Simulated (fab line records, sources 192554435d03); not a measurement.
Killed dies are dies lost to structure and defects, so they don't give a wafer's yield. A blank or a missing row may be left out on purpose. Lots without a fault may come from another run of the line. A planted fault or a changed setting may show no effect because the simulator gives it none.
fab line records | flow n5_finfet
record lots=10 wafers=29 last_day=19
route steps=1938 shown BEOL_M2@926 BEOL_M3@931 BEOL_M4@1111
lots that met no fault: from a run of the same line without faults
start_h: hours from the record's first day to the start of the lot's first wafer shown | wait_h: hours since the lot's step before | " the same as in the row above | L1.1+2: a row that stands for several wafers | - no value, or no start given | * or withheld: withheld | < > ~ a bound
route shown NAME@n: a module of which the file shows steps, and the number in the route of the first | usual: mean/standard deviation of fault-free wafers | same: alike in all rows | chamber/n: place in a boat | sites: the reading at each site | _std_site: their standard deviation | _edge_site: outer sites' mean less inner sites' | radius_mm: how far each site lies from the wafer's centre | mask NAME#n: copy n | behind: the tool/chamber that last shaped the wafer | hold: why the lot was held/for how many hours/how that ended | device: the transistor (n, p or np) that didn't switch | end of line: the same wafers' tests at the end of the route | a step without rows: its recipe alone | killed: dies lost to structure and defects at the first sort, not the wafer's yield | map: a wafer's dies, x killed, . not, _ none there
set.NAME: the setting as run; set.NAME@STEP: as run at that earlier step | model.NAME: the simulator's own value behind a step, which no gauge read
steps of the route over a sample of lots; a table a step, a row a wafer
services: from which hour (start_h, from the record's first day; less than 0 if before it) a tool's chamber was out of use, for how many hours, and why
## steps
# step N5_BEOL_M2_CO_CAP_55
# recipe material=Co target_thk_a=20 temp_c=200 precursor=CCTBA/H2 pressure_torr=30 time_s=102.1
# usual heater_power_outer_w=118/4.9 heater_power_w=231/5.6 susceptor_temp_C=200.01/0.17
# columns lot.wafer tool chamber start_h wait_h heater_power_outer_w heater_power_w susceptor_temp_C
L711.1 cvd_co-01 0 154.76 0.0 123 242 199.97
L711.2 " 2 " " 114 223 200.03
L711.5 " 0 " " 124 236 199.95
L712.1 cvd_co-02 1 155.03 0.0 112 224 200.02
L712.2 " 2 " " 114 225 200.05
L712.5 " 2 " " 114 229 200.07
L716.1 cvd_co-02 0 184.41 0.0 122 229 199.97
L716.2 " 2 " " 111 229 200.27
L716.6 " 1 " " 114 227 199.85
L718.1 cvd_co-01 2 194.26 0.0 111 223 200.06
L718.2 " 1 " " 121 231 200.20
L718.5 " 2 " " 112 224 199.88
L725.1 cvd_co-02 2 235.59 0.0 113 223 199.76
L725.5 " 1 " " 112 237 200.01
L725.6 " 0 " " 127 235 199.84
L723.4 cvd_co-01 2 235.86 0.0 112 225 199.96
L723.5 " 0 " " 126 237 199.87
L723.6 " 1 " " 118 226 199.97
L727.2 cvd_co-01 2 240.78 0.0 112 229 200.10
L727.4 " 1 " " 120 226 199.85
L729.3 cvd_co-01 0 263.82 0.0 123 235 199.96
L729.5 " 2 " " 114 228 199.81
L729.6 " 1 " " 120 230 200.18
L732.2 cvd_co-02 0 285.13 0.0 123 236 200.04
L732.5 " 1 " " 113 228 200.33
L732.6 " 0 " " 125 235 199.74
L731.2 cvd_co-01 0 314.31 0.0 123 242 200.12
L731.3 " 1 " " 122 229 200.10
L731.6 " 2 " " 115 226 200.33
# step N5_BEOL_M3_ILD_DEP_00
# recipe material=SiOC target_thk_a=790 temp_c=350 precursor=DEMS/O2 pressure_torr=5 rf_w=500 time_s=15.3
# usual heater_power_outer_w=275/42 heater_power_w=491/75 showerhead_plenum_p_Torr=5.701/0.019 susceptor_temp_C=349.97/0.22 throttle_valve_pct=12.0/0.94
# columns lot.wafer tool chamber start_h wait_h heater_power_outer_w heater_power_w showerhead_plenum_p_Torr susceptor_temp_C throttle_valve_pct
L711.1 pecvd-04 0 155.04 0.0 375 622 5.686 349.81 13.4
L711.2 " 2 " " 212 439 5.723 350.01 11.7
L711.5 " 1 " " 288 438 5.676 349.92 12.9
L712.1 pecvd-03 1 155.28 0.0 290 518 5.719 349.86 12.6
L712.2 " 2 " " 172 319 5.709 349.75 10.4
L712.5 " 2 " " 172 321 5.693 349.91 10.5
L716.1 pecvd-04 2 184.66 0.0 270 523 5.720 350.54 11.4
L716.2 " 1 " " 282 429 5.684 350.18 12.6
L716.6 " 2 " " 280 524 5.713 349.97 11.7
L718.1 pecvd-04 0 194.51 0.0 342 592 5.683 349.74 13.4
L718.2 " 2 " " 273 501 5.694 350.11 11.7
L718.5 " 1 " " 264 407 5.678 350.04 12.6
L725.1 pecvd-03 2 235.84 0.0 200 345 5.701 350.02 10.6
L725.5 " 1 " " 243 459 5.711 350.30 12.7
L725.6 " 2 " " 195 358 5.686 349.71 10.5
L723.4 pecvd-03 2 236.09 0.1 209 357 5.698 349.80 10.6
L723.5 " 0 " " 314 581 5.727 350.22 12.7
L723.6 " 1 " " 295 525 5.725 350.02 12.4
L727.2 pecvd-02 0 241.02 0.0 283 534 5.675 349.88 11.4
L727.4 " 1 " " 306 555 5.704 349.83 12.2
L729.3 pecvd-03 1 264.07 0.0 268 462 5.721 349.80 12.7
L729.5 " 0 " " 314 539 5.738 349.54 13.3
L729.6 " 2 " " 212 377 5.693 350.57 10.5
L732.2 pecvd-03 2 285.38 0.0 186 334 5.689 350.10 10.6
L732.5 " 2 " " 191 342 5.712 349.95 10.7
L732.6 " 1 " " 264 495 5.718 350.04 12.6
L731.2 pecvd-02 0 314.58 0.0 278 528 5.674 349.80 11.7
L731.3 " 1 " " 264 519 5.699 349.96 12.5
L731.6 " 0 " " 287 538 5.677 349.71 11.7
# step N5_BEOL_M3_COAT_61
# recipe resist=SOC temp_c=250 time_s=60 spin_rpm=1500 resist_thk_nm=60
# usual exhaust_pa=45.1/0.9 heater_power_total_W=500.5/1.8 run_length_s=66.29/0.17
# columns lot.wafer tool chamber start_h wait_h exhaust_pa heater_power_total_W run_length_s
L711.1 litho_track-02 0 155.83 0.1 43.2 502.1 66.61
L711.2 " 0 " " 45.3 501.9 66.22
L711.5 " 0 " " 44.1 501.9 66.45
L712.1 litho_track-02 0 156.12 0.1 45.8 497.8 66.30
L712.2 " 0 " " 45.4 500.6 66.25
L712.5 " 0 " " 45.4 502.0 66.50
L716.1 litho_track-01 0 185.02 0.1 46.2 502.9 66.36
L716.2 " 0 " " 45.0 498.4 66.28
L716.6 " 0 " " 46.5 499.2 66.50
L718.1 litho_track-02 0 195.38 0.1 46.3 503.0 66.28
L718.2 " 0 " " 45.2 499.4 66.26
L718.5 " 0 " " 43.6 499.9 66.35
L725.1 litho_track-05 0 236.87 0.1 46.3 500.6 66.33
L725.5 " 0 " " 44.1 499.8 66.04
L725.6 " 0 " " 44.4 502.4 66.17
L723.4 litho_track-02 0 236.98 0.1 44.4 502.1 88.59
L723.5 " 0 " " 44.9 497.8 66.27
L723.6 " 0 " " 45.9 499.9 66.33
L727.2 litho_track-05 0 242.73 0.1 45.9 501.8 66.26
L727.4 " 0 " " 46.0 501.5 66.20
L729.3 litho_track-01 0 265.25 0.1 43.7 498.0 66.40
L729.5 " 0 " " 45.6 502.4 66.32
L729.6 " 0 " " 43.8 500.7 66.41
L732.2 litho_track-01 0 285.92 0.1 45.1 498.0 66.36
L732.5 " 0 " " 43.9 502.8 66.28
L732.6 " 0 " " 45.5 502.0 66.45
L731.2 litho_track-01 0 315.53 0.1 45.8 500.7 66.60
L731.3 " 0 " " 46.7 501.1 66.44
L731.6 " 0 " " 45.2 501.6 66.48
# step N5_BEOL_M3_OVL_MEAS_12
# recipe points_per_wafer=522
# usual M3_OVL=-0.2/0.6
# columns lot.wafer tool chamber start_h wait_h M3_OVL[nm]
L711.1 overlay-02 0 156.25 0.0 -0.9
L711.2 " 0 " " -0.5
L711.5 " 0 " " -0.8
L712.1 overlay-02 0 156.54 0.0 -0.2
L712.2 " 0 " " -0.5
L712.5 " 0 " " 0.6
L716.1 overlay-02 0 185.43 0.0 -0.6
L716.2 " 0 " " -0.3
L716.6 " 0 " " -0.1
L718.1 overlay-02 0 195.80 0.0 0.0
L718.2 " 0 " " 0.0
L718.5 " 0 " " -0.8
L725.1 overlay-01 0 237.29 0.0 -1.6
L725.5 " 0 " " -1.5
L725.6 " 0 " " -0.9
L723.4 overlay-01 0 237.38 0.1 0.1
L723.5 " 0 " " -1.0
L723.6 " 0 " " -0.5
L727.2 overlay-01 0 243.10 0.0 -0.6
L727.4 " 0 " " -0.4
L729.3 overlay-01 0 265.55 0.0 -0.3
L729.5 " 0 " " -0.1
L729.6 " 0 " " -0.5
L732.2 overlay-01 0 286.22 0.0 -0.7
L732.5 " 0 " " -0.6
L732.6 " 0 " " -0.2
L731.2 overlay-02 0 315.83 0.0 -1.0
L731.3 " 0 " " -0.2
L731.6 " 0 " " 0.0
# step N5_BEOL_M4_RC_MEAS_101
# usual DIBL_N=36.3/2.2 DIBL_P=36.0/2.4 IOFF_N=0.16/0.042 IOFF_P=0.22/0.041 ION_N=672/14 ION_P=462/7.9 SS_N=71.7/0.76 SS_P=73.3/0.72 VT_N=250/3.6 VT_P=-249/3
# columns lot.wafer tool chamber start_h wait_h DIBL_N[mV/V] DIBL_P[mV/V] IOFF_N[nA/um] IOFF_P[nA/um] ION_N[uA/um] ION_P[uA/um] SS_N[mV/dec] SS_P[mV/dec] VT_N[mV] VT_P[mV]
L711.1 prober-02 0 175.75 0.0 37.1 36.6 0.18 0.24 673 467 71.0 73.4 251 -249
L711.2 " 0 " " 35.7 36.3 0.15 0.24 667 466 71.5 73.0 252 -246
L711.5 " 0 " " 38.0 37.9 0.20 0.27 679 463 72.0 73.9 244 -244
L712.1 prober-02 0 179.50 0.0 34.8 35.2 0.15 0.20 679 465 70.7 72.5 251 -251
L712.2 " 0 " " 38.0 37.8 0.21 0.26 687 464 72.2 74.1 248 -249
L712.5 " 0 " " 36.3 36.1 0.17 0.22 689 465 71.3 73.2 249 -251
L716.1 prober-01 0 205.20 0.0 32.6 30.9 0.10 0.14 651 450 71.1 71.5 256 -253
L716.2 " 0 " " 35.4 35.6 0.16 0.20 671 460 71.6 72.7 248 -250
L716.6 " 0 " " 35.2 34.7 0.14 0.18 661 454 72.3 72.0 248 -250
L718.1 prober-01 0 210.30 0.0 34.6 33.0 0.11 0.17 662 458 70.9 72.2 253 -253
L718.2 " 0 " " 36.1 34.1 0.13 0.19 663 458 71.0 72.6 253 -250
L718.5 " 0 " " 37.9 36.8 0.17 0.24 689 470 72.2 72.9 250 -246
L725.1 prober-02 0 249.68 0.0 34.4 35.2 0.16 0.24 671 466 72.1 73.3 250 -245
L725.5 " 0 " " 34.4 34.6 0.16 0.23 689 475 71.0 73.2 247 -244
L725.6 " 0 " " 33.5 34.2 0.14 0.22 668 464 70.8 72.4 252 -246
L723.4 prober-02 0 252.12 0.5 36.8 36.9 0.16 0.25 674 469 72.6 73.8 249 -247
L723.5 " 0 " " 35.6 35.2 0.14 0.22 661 463 71.7 73.7 252 -248
L723.6 " 0 " " 35.8 34.2 0.12 0.20 643 445 72.1 73.2 255 -250
L727.2 prober-01 0 269.69 0.2 35.7 35.3 0.14 0.18 650 445 71.6 72.7 253 -252
L727.4 " 0 " " 37.2 37.2 0.17 0.20 662 460 72.2 73.2 250 -251
L729.3 prober-01 0 313.19 0.3 37.3 39.3 0.20 0.30 689 482 70.9 74.7 244 -241
L729.5 " 0 " " 38.0 39.8 0.21 0.31 692 476 72.5 74.0 245 -244
L729.6 " 0 " " 33.8 34.4 0.12 0.19 661 460 70.5 72.2 252 -249
L732.2 prober-01 0 316.66 0.2 39.2 37.0 0.23 0.21 668 447 74.3 73.7 251 -253
L732.5 " 0 " " 38.6 38.2 0.20 0.22 685 460 72.2 73.6 249 -251
L732.6 " 0 " " 38.5 37.3 0.20 0.21 688 454 72.5 73.6 250 -250
L731.2 prober-01 0 342.46 0.6 33.2 34.8 0.14 0.19 674 468 70.5 72.9 251 -251
L731.3 " 0 " " 34.1 35.7 0.15 0.19 685 470 71.1 72.8 249 -251
L731.6 " 0 " " 33.4 34.9 0.14 0.20 672 465 71.2 72.7 250 -250
## services
# columns tool chamber start_h hours kind
pecvd-04 - 131.73 0.5 repair
litho_track-02 - 136.03 - consumable_replace:filter
cvd_co-02 2 157.27 6.8 repair
cvd_co-01 - 165.04 0.5 repair
pecvd-04 0 165.96 12.2 repair
pecvd-03 - 189.70 2.8 pm
pecvd-02 2 202.38 - clean
pecvd-02 2 202.38 - consumable_replace:showerhead
pecvd-02 2 202.38 29.0 scheduled_down
pecvd-02 2 202.38 29.0 vent_cycle
litho_track-01 - 224.48 - consumable_replace:filter
pecvd-02 - 231.82 5.6 repair
pecvd-04 0 231.97 6.2 repair
pecvd-02 2 271.23 2.1 scheduled_down
pecvd-04 1 281.92 2.1 scheduled_down
cvd_co-01 - 290.66 4.3 pm
cvd_co-02 - 294.99 6.9 pm
cvd_co-02 - 306.01 1.3 repair
pecvd-04 2 311.99 5.5 scheduled_down
## key
first_sign step=N5_BEOL_M3_COAT_61 reading=run_length_s direction=up sigmas=99+ usual=* struck=*
effect none on later readings
met_at N5_BEOL_M3_COAT_61
struck_lots L723
struck_wafers L723.4
not_acting_at N5_BEOL_M2_CO_CAP_55,N5_BEOL_M3_ILD_DEP_00,N5_BEOL_M3_OVL_MEAS_12
onset_between 195.38 236.98
fault kind=process_parameter_drift tool=litho_track-02 chamber=- onset_h=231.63 steps=N5_BEOL_M3_COAT_61 channel=time_s offset=* shape=step end_h=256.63 scope=struck_wafers_only acts_in=* stated=*
